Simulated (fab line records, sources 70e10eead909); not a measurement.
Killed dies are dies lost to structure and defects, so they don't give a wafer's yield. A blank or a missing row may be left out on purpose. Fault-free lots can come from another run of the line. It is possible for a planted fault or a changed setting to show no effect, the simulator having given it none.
Which tool was responsible? -- flow nand harc -- Sampling: 12 lots, 36 wafers, 6 of 1302 route steps

== WHAT THE GAUGES READ, wafer by wafer ==
NHARC_A_SGD_CUT_INSPECT_25.
lot,measured,on,raw defect count
L999,day 19 20:35,defect inspect-01,551 415 400
L100,day 19 20:34,defect inspect-02,270 342 305
L101,day 20 16:41,defect inspect-01,335 361 377
L104,day 21 12:12,defect inspect-01,416 396 296
L105,day 21 23:06,defect inspect-02,386 379 279
L108,day 23 01:07,defect inspect-02,671 521 399
L110,day 23 17:50,defect inspect-02,365 376 435
L111,day 24 19:43,defect inspect-02,587 450 563
L113,day 25 17:02,defect inspect-02,334 253 363
L117,day 27 10:01,defect inspect-01,383 430 1658
L121,day 28 23:34,defect inspect-01,491 361 456
L122,day 29 10:46,defect inspect-01,397 311 455

NHARC_END_SORT_01.
lot,measured,on,killed at array,killed at other,killed at periphery,killed dies,killed open,killed short
L111,day 29 20:56,prober-01,52,0,3,55,4,3
L113,day 30 17:50,prober-02,20 23 25,0 1 0,8 10 4,28 34 29,5 2 4,3 3 1
L117,day 32 06:31,prober-02,75 82 166,1 0 0,3 4 3,79 86 169,1 2 3,0 3 2

== WHICH TOOL RAN EACH LOT (tool, then ch and the chambers of the sampled wafers, then the start) ==
lot,NHARC_A_SGD_CUT_ETCH_15,NHARC_A_SGD_CUT_CMP_21,NHARC_A_SGD_CUT_ETCH_26,NHARC_A_SGD_CUT_STRIP_28
L999,"rie diel-11 ch 0,1,2, day 19 19:50 or earlier","cmp-03 ch 2,3, day 19 19:50","wet bench-04 ch 0,5,7, day 19 20:10","rie diel-11 ch 1,2, day 19 20:29"
L100,"rie diel-06 ch 0,1,3, day 19 19:50 or earlier","cmp-02 ch 1,2,3, day 19 19:50","wet bench-07 ch 3,6,7, day 19 20:10","rie diel-06 ch 0,2,3, day 19 20:34 or earlier"
L101,"rie diel-12 ch 0,1, day 20 15:58 or earlier","cmp-01 ch 0,3, day 20 15:58","wet bench-07 ch 0,2,6, day 20 16:17","rie diel-12 ch 0,2,3, day 20 16:41 or earlier"
L104,"rie diel-12 ch 1,3, day 21 11:29 or earlier","cmp-02 ch 0,1,2, day 21 11:29","wet bench-07 ch 0,1,5, day 21 11:48","rie diel-12 ch 1,2, day 21 12:12 or earlier"
L105,"rie diel-12 ch 0,2,3, day 21 22:19 or earlier","cmp-03 ch 0,3, day 21 22:19","wet bench-04 ch 1,2,7, day 21 22:38","rie diel-11 ch 2,3, day 21 23:06 or earlier"
L108,"rie diel-12 ch 0,1,2, day 23 00:28 or earlier","cmp-03 ch 1,2,3, day 23 00:28","wet bench-03 ch 0,1,6, day 23 00:44","rie diel-06 ch 2,3, day 23 01:07 or earlier"
L110,"rie diel-12 ch 0,1, day 23 17:10 or earlier","cmp-03 ch 0,1,2, day 23 17:10","wet bench-03 ch 0,2,6, day 23 17:26","rie diel-12 ch 2,3, day 23 17:50 or earlier"
L111,"rie diel-11 ch 0,2,3, day 24 18:59 or earlier","cmp-02 ch 0,2,3, day 24 18:59","wet bench-03 ch 5,6,7, day 24 19:20","rie diel-06 ch 1,2,3, day 24 19:43 or earlier"
L113,"rie diel-11 ch 1,2, day 25 16:18 or earlier","cmp-01 ch 0,3, day 25 16:18","wet bench-04 ch 2,3,4, day 25 16:37","rie diel-11 ch 2,3, day 25 17:02 or earlier"
L117,"rie diel-11 ch 0,1,3, day 27 09:18 or earlier","cmp-03 ch 0,3, day 27 09:18","wet bench-03 ch 2,4,7, day 27 09:37","rie diel-06 ch 0,1,2, day 27 10:01 or earlier"
L121,"rie diel-12 ch 1,2,3, day 28 22:53 or earlier","cmp-02 ch 1,2,3, day 28 22:53","wet bench-04 ch 2,3,5, day 28 23:10","rie diel-12 ch 0,1,2, day 28 23:34 or earlier"
L122,"rie diel-06 ch 0,3, day 29 10:04 or earlier","cmp-02 ch 2,3, day 29 10:04","wet bench-07 ch 1,2,3, day 29 10:22","rie diel-12 ch 1,2, day 29 10:46 or earlier"
- NHARC_A_SGD_CUT_ETCH_15: etches the open film in CH3F/O2, target depth 75 nm, time 64.3 s.
- NHARC_A_SGD_CUT_CMP_21: polishes, target thk 148.19 nm.
- NHARC_A_SGD_CUT_ETCH_26: etches SiO2 in dHF, target depth 45.8 nm.
- NHARC_A_SGD_CUT_STRIP_28: strips in O2, time 20 s.

== WHAT THE TOOLS THEMSELVES READ (means of the sampled wafers that have a number; where no wafer has one, the mark that the record gives instead) ==
NHARC_A_SGD_CUT_ETCH_15.
lot,tool,drypump motor current A (A),oes product au (a.u.),rf vpp V (V),showerhead plenum p Torr (Torr),throttle valve pct (%)
L999,rie diel-11,5.1,0.958,264.1,2.47,20.667
L100,rie diel-06,5.6,0.965,262.4,2.36,20.658
L101,rie diel-12,5.8,0.976,263.7,2.48,20.669
L104,rie diel-12,5.9,0.961,263.1,2.48,20.665
L105,rie diel-12,5.6,0.972,263.1,2.39,20.664
L108,rie diel-12,5.7,0.975,262.6,2.40,20.665
L110,rie diel-12,5.6,0.965,262.9,2.44,20.664
L111,rie diel-11,5.4,0.926,263.1,2.43,20.662
L113,rie diel-11,5.4,0.966,263.2,2.40,20.666
L117,rie diel-11,5.0,0.975,264.0,2.50,20.657
L121,rie diel-12,5.8,0.945,263.6,2.42,20.665
L122,rie diel-06,5.4,0.964,262.2,2.41,20.662

NHARC_A_SGD_CUT_CMP_21.
lot,tool,edge zone pressure frac,motor current A (A),time to endpoint s (s)
L999,cmp-03,0.998,11.2,52.5
L100,cmp-02,1.003,11.9,49.4
L101,cmp-01,1.009,11.5,48.8
L104,cmp-02,1.002,11.3,48.5
L105,cmp-03,1.001,12.2,49.3
L108,cmp-03,1.000,10.9,51.0
L110,cmp-03,0.999,11.5,51.5
L111,cmp-02,0.999,11.8,50.7
L113,cmp-01,1.002,11.7,50.0
L117,cmp-03,0.994,11.9,50.4
L121,cmp-02,1.004,12.0,47.4
L122,cmp-02,1.000,11.6,51.8

NHARC_A_SGD_CUT_STRIP_28.
lot,tool,drypump motor current A (A),oes product au (a.u.),rf vpp V (V),showerhead plenum p Torr (Torr),throttle valve pct (%)
L999,rie diel-11,5.1,0.995,58.3,3.55,17.042
L100,rie diel-06,5.2,0.992,57.7,3.42,17.039
L101,rie diel-12,5.6,0.995,57.7,3.43,17.046
L104,rie diel-12,5.6,1.003,57.1,3.40,17.033
L105,rie diel-11,5.6,0.996,57.4,3.44,17.033
L108,rie diel-06,5.0,1.004,57.8,3.39,17.041
L110,rie diel-12,5.7,0.998,57.7,3.46,17.034
L111,rie diel-06,5.4,1.000,57.4,3.35,17.039
L113,rie diel-11,5.6,0.994,57.1,3.38,17.030
L117,rie diel-06,5.6,0.996,57.8,3.37,17.035
L121,rie diel-12,5.6,1.003,57.9,3.45,17.035
L122,rie diel-12,5.7,1.003,57.7,3.39,17.036

== THE ANSWER, worked out from the rows above alone ==
Rule: what is usual is taken from the lots themselves. The widest of any qualifying gaps counts: lots, ordered by their means at a reading, are off when they make up no more than a third of the lots, leave a main group of 4 or more, and stand apart from it by 3 or more times the standard deviation of that group's means. Not used: any main group whose means are identical at the precision the tables above print for the reading. A lot without any number at a reading at which 4 lots or more have one is off too. Any other lot the step has rows for is counted as sound. First the gauges in route order, then the tools' own readings, where a lot's mean is used as printed above. The first step at which some lot is off is used, and at that step the reading that is off furthest; a lot without a number counts as furthest.
Off at NHARC_A_SGD_CUT_INSPECT_25 (raw defect count): L117. Main group: mean 403, sd 74.
If a tool, at a process step before that reading, ran all the lots that are off and no sound lot after the first of them, it fits. Those tools and the gauges at NHARC_A_SGD_CUT_INSPECT_25 are tried in the same way. NHARC_A_SGD_CUT_ETCH_15: start missing for some lots; hours and lot order therefore follow NHARC_A_SGD_CUT_CMP_21. NHARC_A_SGD_CUT_STRIP_28: start missing for some lots; hours and lot order therefore follow NHARC_A_SGD_CUT_INSPECT_25. Can't be told from this: 4 tools fit, rie diel-11 at NHARC_A_SGD_CUT_ETCH_15, cmp-03 at NHARC_A_SGD_CUT_CMP_21, wet bench-03 at NHARC_A_SGD_CUT_ETCH_26, rie diel-06 at NHARC_A_SGD_CUT_STRIP_28.

== WHAT THE SIMULATOR HAD PUT IN ==
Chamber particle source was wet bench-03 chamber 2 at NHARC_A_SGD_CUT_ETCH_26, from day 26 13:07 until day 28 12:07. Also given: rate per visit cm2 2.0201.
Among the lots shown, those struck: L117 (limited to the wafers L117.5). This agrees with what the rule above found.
